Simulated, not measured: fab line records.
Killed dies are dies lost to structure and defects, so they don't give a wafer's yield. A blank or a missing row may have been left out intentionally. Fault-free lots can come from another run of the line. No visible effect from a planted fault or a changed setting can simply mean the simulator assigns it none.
fab line records + flow n5-finfet + part 2 of 2: steps 16 to 26 of 26
[record]
- lots = 5
- wafers = 15
- last-day = 19
route steps=1938 shown BEOL_M1@786
lots with no fault: from the same line, run without faults
start-h: the number of hours between the record's first day and the start of the first shown wafer of the lot + wait-h: hours since the lot's step before + " same as the row above + L1.1+2: a row that stands for several wafers + - value missing, or start not given + * or withheld: withheld + < > ~ a bound
route shown NAME@n: NAME is a module with steps in the file, n the number in the route of the first one + usual: average and standard deviation across the fault-free wafers + same: alike in all rows + chamber/n: place in a boat + sites: per-site readings + _std_site: the standard deviation of these + _edge_site: inner sites' mean taken away from outer sites' mean + radius-mm: for every site, how far away it sits from the centre of the wafer + mask NAME#n: copy n + behind: tool/chamber where the wafer was last shaped + hold: why the lot went on hold/how many hours it stayed there/how the hold came to an end + device: which transistor (n, p or np) failed to switch + end of line: tests run on the same wafers once the route is complete + a step with no rows: only its recipe + killed: the dies lost at the first sort to structure and to defects; this is not the yield of the wafer + map: shows each die of a wafer: x if killed, . if not, _ if none is there
set.NAME: the run value of the setting; set.NAME@STEP: its run value at that earlier step + model.NAME: the simulator's own value behind a step, which no gauge read
certain route steps with their lots: each step a table, each wafer a row
services: the hour from which a tool's chamber was out of use, counted from the record's first day as start-h (under 0 if before that day), plus the number of hours and why
[[steps]]
[step N5_BEOL_M1_ETCH_41]
[recipe]
- chemistry = CH3F/O2
- target = SiCN
- target-depth-a = 319
- taper-deg = 2
- time-s = 57.8
- ion-energy-ev = 120
- mask-material = TiN
- pressure-mtorr = 30
- source-w = 395
- bias-w = 75
- Ar_flow_sccm = 150
- CH3F_flow_sccm = 30
- O2_flow_sccm = 20
[usual]
- drypump-motor-current-A = 5.7/0.37
- oes-product-au = 0.77/0.079
- rf-vpp-V = 297.6/1.6
- showerhead-plenum-p-Torr = 2.01/0.068
- throttle-valve-pct = 16.51/0.18
| lot.wafer | tool        | chamber | start-h | wait-h | drypump-motor-current-A | oes-product-au | rf-hours-counter-h | rf-vpp-V | showerhead-plenum-p-Torr | throttle-valve-pct |
|-----------|-------------|---------|---------|--------|-------------------------|----------------|--------------------|----------|--------------------------|--------------------|
| L078.4    | rie-diel-02 | 0       | -       | -      | 5.8                     | 0.86           | 48                 | 296.3    | 1.96                     | 15.91              |
| L078.5    | "           | 1       | "       | "      | 5.6                     | 0.72           | -                  | 298.7    | 2.07                     | 16.52              |
| L078.6    | "           | 2       | "       | "      | 5.6                     | 0.72           | -                  | 298.2    | 1.99                     | 16.65              |
| L081.1    | rie-diel-02 | 2       | -       | -      | 5.6                     | 0.72           | 195                | 295.0    | 1.99                     | 16.65              |
| L081.4    | "           | 0       | "       | "      | 5.8                     | 0.86           | 52                 | 296.6    | 1.95                     | 15.94              |
| L081.6    | "           | 3       | "       | "      | 5.0                     | 0.95           | -                  | 299.7    | 2.15                     | 16.44              |
| L087.3    | rie-diel-03 | 3       | -       | -      | 5.5                     | 0.73           | 207                | 295.6    | 1.99                     | 16.72              |
| L087.4    | "           | 2       | "       | "      | 5.3                     | 0.75           | -                  | 299.3    | 1.99                     | 16.60              |
| L087.5    | "           | 3       | "       | "      | 5.5                     | 0.73           | -                  | 296.6    | 1.99                     | 16.73              |
| L092.1    | rie-diel-01 | 1       | -       | -      | 6.1                     | 0.74           | 196                | 297.5    | 1.99                     | 16.62              |
| L092.2    | "           | 3       | "       | "      | 6.5                     | 0.72           | 197                | 295.6    | 1.89                     | 16.41              |
| L092.3    | "           | 2       | "       | "      | 5.5                     | 0.73           | 180                | 298.2    | 2.05                     | 16.63              |
| L096.1    | rie-diel-03 | 3       | -       | -      | 5.5                     | 0.72           | 222                | 296.3    | 1.98                     | 16.76              |
| L096.2    | "           | 1       | "       | "      | 5.9                     | 0.91           | 24                 | 299.1    | 2.12                     | 16.33              |
| L096.4    | "           | 2       | "       | "      | 5.3                     | 0.74           | 170                | 295.9    | 1.98                     | 16.64              |
[step N5_BEOL_M1_STRIP_97]
[recipe]
- chemistry = N2/H2
- time-s = 10
- power-w = 450
- temp-c = 40
- pressure-mtorr = 20
- rf-frequency-hz = 6e+07
- bias-power-w = 7
- n2-flow-sccm = 200
- h2-flow-sccm = 200
[usual]
- bias-power-w = 7.003/0.019
- drypump-motor-current-A = 5.7/0.37
- oes-product-au = 0.77/0.078
- rf-vpp-V = 59.2/0.96
- showerhead-plenum-p-Torr = 2.55/0.083
- throttle-valve-pct = 23.89/0.22
| lot.wafer | tool        | chamber | start-h | wait-h | bias-power-w | drypump-motor-current-A | oes-product-au | rf-hours-counter-h | rf-vpp-V | showerhead-plenum-p-Torr | throttle-valve-pct |
|-----------|-------------|---------|---------|--------|--------------|-------------------------|----------------|--------------------|----------|--------------------------|--------------------|
| L078.4    | rie-diel-02 | 0       | -       | -      | 7.006        | 5.8                     | 0.86           | 48                 | 58.5     | 2.49                     | 23.23              |
| L078.5    | "           | 1       | "       | "      | 7.026        | 5.6                     | 0.74           | -                  | 58.9     | 2.64                     | 24.01              |
| L078.6    | "           | 2       | "       | "      | 7.022        | 5.7                     | 0.72           | -                  | 57.7     | 2.52                     | 23.99              |
| L081.1    | rie-diel-02 | 2       | -       | -      | 7.025        | 5.7                     | 0.71           | 195                | 57.9     | 2.52                     | 24.00              |
| L081.4    | "           | 0       | "       | "      | 6.994        | 5.8                     | 0.86           | 52                 | 59.5     | 2.49                     | 23.25              |
| L081.6    | "           | 3       | "       | "      | 6.991        | 5.0                     | 0.96           | -                  | 59.7     | 2.70                     | 23.59              |
| L087.3    | rie-diel-03 | 3       | -       | -      | 7.017        | 5.5                     | 0.74           | 207                | 59.2     | 2.51                     | 24.11              |
| L087.4    | "           | 2       | "       | "      | 6.983        | 5.3                     | 0.75           | -                  | 59.7     | 2.52                     | 23.72              |
| L087.5    | "           | 3       | "       | "      | 7.023        | 5.5                     | 0.74           | -                  | 59.9     | 2.50                     | 24.10              |
| L092.1    | rie-diel-01 | 1       | -       | -      | 7.010        | 6.0                     | 0.72           | 196                | 59.8     | 2.52                     | 24.08              |
| L092.2    | "           | 3       | "       | "      | 6.974        | 6.5                     | 0.72           | 197                | 57.7     | 2.42                     | 23.94              |
| L092.3    | "           | 2       | "       | "      | 7.031        | 5.5                     | 0.71           | 180                | 60.3     | 2.64                     | 23.87              |
| L096.1    | rie-diel-03 | 3       | -       | -      | 6.998        | 5.5                     | 0.72           | 222                | 58.8     | 2.50                     | 24.14              |
| L096.2    | "           | 1       | "       | "      | 7.025        | 5.9                     | 0.89           | 24                 | 59.0     | 2.70                     | 23.90              |
| L096.4    | "           | 2       | "       | "      | 7.006        | 5.4                     | 0.73           | 170                | 59.1     | 2.51                     | 23.73              |
[step N5_BEOL_M1_OCD_MEAS_38]
[usual]
- trench-depth-nm = 55.4/0.96
| lot.wafer | tool   | chamber | start-h | wait-h | trench-depth-nm |
|-----------|--------|---------|---------|--------|-----------------|
| L078.4    | ocd-02 | -       | 160.99  | -      | 55.0            |
| L078.5    | "      | -       | "       | "      | 54.3            |
| L078.6    | "      | -       | "       | "      | 55.4            |
| L081.1    | ocd-02 | -       | 176.13  | -      | 54.6            |
| L081.4    | "      | -       | "       | "      | 54.6            |
| L081.6    | "      | -       | "       | "      | 56.0            |
| L087.3    | ocd-02 | -       | 214.28  | -      | 54.1            |
| L087.4    | "      | -       | "       | "      | 55.5            |
| L087.5    | "      | -       | "       | "      | 54.4            |
| L092.1    | ocd-01 | -       | 241.15  | -      | 54.7            |
| L092.2    | "      | -       | "       | "      | 55.8            |
| L092.3    | "      | -       | "       | "      | 55.2            |
| L096.1    | ocd-01 | -       | 280.51  | -      | 54.4            |
| L096.2    | "      | -       | "       | "      | 57.1            |
| L096.4    | "      | -       | "       | "      | 55.0            |
[step N5_BEOL_M1_HM_STRIP_39]
[recipe]
- chemistry = peroxide-tin-strip
- material = TiN
- target-depth-a = 250
- temp-c = 50
- time-s = 158
| lot.wafer  | tool         | chamber | start-h | wait-h |
|------------|--------------|---------|---------|--------|
| L078.4+5+6 | wet-bench-02 | 6,0,3   | 161.02  | 0.0    |
| L081.1+4+6 | wet-bench-02 | 5,2,4   | 176.16  | 0.0    |
| L087.3+4+5 | wet-bench-01 | 3,1,0   | 214.31  | 0.0    |
| L092.1+2+3 | wet-bench-03 | 6,7,0   | 241.18  | 0.0    |
| L096.1+2+4 | wet-bench-02 | 5,6,0   | 280.54  | 0.0    |
[step N5_BEOL_M1_SRD_40]
[recipe]
- time-s = 30
- temp-c = 23
- rinse-liquid = diw
- dry = ipa-marangoni
| lot.wafer  | tool         | chamber | start-h | wait-h |
|------------|--------------|---------|---------|--------|
| L078.4+5+6 | wet-bench-02 | 6,0,3   | 161.06  | 0.0    |
| L081.1+4+6 | wet-bench-02 | 5,2,4   | 176.20  | 0.0    |
| L087.3+4+5 | wet-bench-01 | 3,1,0   | 214.36  | 0.0    |
| L092.1+2+3 | wet-bench-03 | 6,7,0   | 241.23  | 0.0    |
| L096.1+2+4 | wet-bench-02 | 5,6,0   | 280.59  | 0.0    |
[step N5_BEOL_M1_PRECLEAN_42]
[recipe]
- chemistry = residue-remover
- time-s = 60
- temp-c = 40
| lot.wafer  | tool         | chamber | start-h | wait-h |
|------------|--------------|---------|---------|--------|
| L078.4+5+6 | wet-bench-02 | 6,0,3   | 161.08  | 0.0    |
| L081.1+4+6 | wet-bench-02 | 5,2,4   | 176.22  | 0.0    |
| L087.3+4+5 | wet-bench-01 | 3,1,0   | 214.38  | 0.0    |
| L092.1+2+3 | wet-bench-03 | 6,7,0   | 241.24  | 0.0    |
| L096.1+2+4 | wet-bench-02 | 5,6,0   | 280.61  | 0.0    |
[step N5_BEOL_M1_SRD_43]
[recipe]
- time-s = 30
- temp-c = 23
- rinse-liquid = diw
- dry = ipa-marangoni
| lot.wafer  | tool         | chamber | start-h | wait-h |
|------------|--------------|---------|---------|--------|
| L078.4+5+6 | wet-bench-02 | 6,0,3   | 161.10  | 0.0    |
| L081.1+4+6 | wet-bench-02 | 5,2,4   | 176.24  | 0.0    |
| L087.3+4+5 | wet-bench-01 | 3,1,0   | 214.39  | 0.0    |
| L092.1+2+3 | wet-bench-03 | 6,7,0   | 241.26  | 0.0    |
| L096.1+2+4 | wet-bench-02 | 5,6,0   | 280.62  | 0.0    |
[step N5_BEOL_M1_CD_MEAS_35]
[recipe]
- target-cd-nm = 18
- target-cd-y-nm = 21
- polarity = opening
[usual]
- cd-nm = 18.1/0.35
| lot.wafer | tool      | chamber | start-h | wait-h | cd-nm |
|-----------|-----------|---------|---------|--------|-------|
| L078.4    | cd-sem-02 | -       | 161.14  | 0.0    | 17.1  |
| L078.5    | "         | -       | "       | "      | 17.7  |
| L078.6    | "         | -       | "       | "      | 18.2  |
| L081.1    | cd-sem-03 | -       | 176.28  | 0.0    | 18.0  |
| L081.4    | "         | -       | "       | "      | 18.4  |
| L081.6    | "         | -       | "       | "      | 18.4  |
| L087.3    | cd-sem-02 | -       | 214.44  | 0.0    | 18.3  |
| L087.4    | "         | -       | "       | "      | 17.8  |
| L087.5    | "         | -       | "       | "      | 17.7  |
| L092.1    | cd-sem-03 | -       | 241.30  | 0.0    | 17.9  |
| L092.2    | "         | -       | "       | "      | 17.5  |
| L092.3    | "         | -       | "       | "      | 18.1  |
| L096.1    | cd-sem-03 | -       | 280.66  | 0.0    | 17.8  |
| L096.2    | "         | -       | "       | "      | 18.4  |
| L096.4    | "         | -       | "       | "      | 18.3  |
[step N5_BEOL_M1_DEGAS_44]
[recipe]
- ambient = vacuum
- temp-c = 250
- time-s = 60
[usual]
- heater-power-w = 334/42
| lot.wafer | tool           | chamber | start-h | wait-h | heater-power-w |
|-----------|----------------|---------|---------|--------|----------------|
| L078.4    | pvd-sputter-01 | -       | 161.35  | 0.2    | 336            |
| L078.5    | "              | -       | "       | "      | 223            |
| L078.6    | "              | -       | "       | "      | 347            |
| L081.1    | pvd-sputter-03 | -       | 176.60  | 0.3    | 377            |
| L081.4    | "              | -       | "       | "      | 301            |
| L081.6    | "              | -       | "       | "      | 376            |
| L087.3    | pvd-sputter-01 | -       | 215.01  | 0.6    | 358            |
| L087.4    | "              | -       | "       | "      | 225            |
| L087.5    | "              | -       | "       | "      | 357            |
| L092.1    | pvd-sputter-02 | -       | 241.53  | 0.2    | 342            |
| L092.2    | "              | -       | "       | "      | 411            |
| L092.3    | "              | -       | "       | "      | 358            |
| L096.1    | pvd-sputter-02 | -       | 280.95  | 0.3    | 424            |
| L096.2    | "              | -       | "       | "      | 339            |
| L096.4    | "              | -       | "       | "      | 376            |
[step N5_BEOL_M1_PRE_CLEAN_45]
[recipe]
- gas = H2/He
- time-s = 30
- temp-c = 250
[usual]
- heater-power-w = 333/43
| lot.wafer | tool           | chamber | start-h | wait-h | heater-power-w |
|-----------|----------------|---------|---------|--------|----------------|
| L078.4    | pvd-sputter-01 | -       | 161.39  | 0.0    | 330            |
| L078.5    | "              | -       | "       | "      | 223            |
| L078.6    | "              | -       | "       | "      | 350            |
| L081.1    | pvd-sputter-03 | -       | 176.64  | 0.0    | 375            |
| L081.4    | "              | -       | "       | "      | 288            |
| L081.6    | "              | -       | "       | "      | 382            |
| L087.3    | pvd-sputter-01 | -       | 215.05  | 0.0    | 352            |
| L087.4    | "              | -       | "       | "      | 222            |
| L087.5    | "              | -       | "       | "      | 357            |
| L092.1    | pvd-sputter-02 | -       | 241.57  | 0.0    | 342            |
| L092.2    | "              | -       | "       | "      | 421            |
| L092.3    | "              | -       | "       | "      | 370            |
| L096.1    | pvd-sputter-02 | -       | 280.99  | 0.0    | 416            |
| L096.2    | "              | -       | "       | "      | 336            |
| L096.4    | "              | -       | "       | "      | 361            |
[step N5_BEOL_M1_ALD_84]
[recipe]
- material = TaN
- target-thk-a = *
- temp-c = 275
- ald-precursor-family = PDMAT
- ald-co-reactant = NH3
- pressure-torr = 3
- carrier-flow-sccm = 1500
- pulse-time-s = 2
- purge-time-s = 3
- co-reactant-purge-time-s = 2
- co-reactant-pulse-time-s = 3
- ald-cycles = 30
- precursor-vessel-temp-c = 75
- precursor-vessel-pressure-torr = 26.25
- precursor-vessel-carrier-sccm = 1000
[usual]
- heater-power-outer-w = 227/22
- heater-power-w = 413/36
| lot.wafer | tool         | chamber | start-h | wait-h | heater-power-outer-w | heater-power-w | since-wet-clean-h |
|-----------|--------------|---------|---------|--------|----------------------|----------------|-------------------|
| L078.4    | ald-metal-03 | 1       | 161.45  | 0.0    | 237                  | 417            | 4440              |
| L078.5    | "            | 1       | "       | "      | 239                  | 414            | -                 |
| L078.6    | "            | 2       | "       | "      | 199                  | 383            | -                 |
| L081.1    | ald-metal-03 | 3       | 176.71  | 0.0    | 244                  | 431            | 4455              |
| L081.4    | "            | 0       | "       | "      | 214                  | 411            | 4455              |
| L081.6    | "            | 2       | "       | "      | 193                  | 382            | -                 |
| L087.3    | ald-metal-04 | 0       | 215.21  | 0.1    | 216                  | 407            | 6032              |
| L087.4    | "            | 2       | "       | "      | 246                  | 420            | 6032              |
| L087.5    | "            | 1       | "       | "      | 225                  | 368            | -                 |
| L092.1    | ald-metal-01 | 0       | 241.63  | 0.0    | 241                  | 430            | 2981              |
| L092.2    | "            | 3       | "       | "      | 230                  | 422            | 2981              |
| L092.3    | "            | 1       | "       | "      | 187                  | 367            | 2981              |
| L096.1    | ald-metal-04 | 2       | 281.11  | 0.1    | 242                  | 420            | 6098              |
| L096.2    | "            | 0       | "       | "      | 221                  | 388            | 6098              |
| L096.4    | "            | 3       | "       | "      | 235                  | 444            | 6098              |
[[services]]
| tool           | chamber | start-h | hours | kind                          |
|----------------|---------|---------|-------|-------------------------------|
| ald-metal-04   | -       | 147.83  | 2.8   | pm                            |
| rie-diel-01    | 1       | 149.61  | 2.3   | repair                        |
| rie-diel-01    | 2       | 150.61  | 2.8   | repair                        |
| rie-diel-03    | 1       | 161.54  | -     | clean                         |
| rie-diel-03    | 1       | 161.54  | -     | consumable-replace:focus-ring |
| rie-diel-03    | 1       | 161.54  | -     | consumable-replace:showerhead |
| pvd-sputter-03 | -       | 168.35  | 2.5   | repair                        |
| ald-sin-02     | 3       | 171.92  | 2.8   | repair                        |
| ald-metal-04   | -       | 188.72  | 1.3   | repair                        |
| ald-sin-01     | 2       | 202.06  | 4.0   | repair                        |
| ald-metal-01   | 2       | 209.68  | 14.3  | repair                        |
| ald-sin-04     | -       | 220.72  | 0.4   | repair                        |
| ald-sin-01     | 3       | 233.46  | 13.0  | repair                        |
| ald-metal-03   | 1       | 233.92  | 3.8   | repair                        |
| ald-sin-01     | -       | 235.12  | 0.7   | repair                        |
| ald-sin-04     | -       | 235.24  | 0.5   | repair                        |
| rie-diel-03    | -       | 238.74  | 15.6  | pm                            |
| rie-diel-02    | -       | 241.28  | 5.4   | repair                        |
| ald-sin-04     | -       | 247.46  | 2.7   | repair                        |
| pvd-sputter-03 | -       | 256.81  | 10.5  | repair                        |
| rie-diel-03    | 0       | 260.05  | 1.3   | repair                        |
| ald-metal-03   | 1       | 267.26  | 1.5   | repair                        |
| ald-sin-04     | -       | 269.04  | 14.0  | pm                            |
| ald-metal-04   | -       | 277.25  | 0.8   | repair                        |
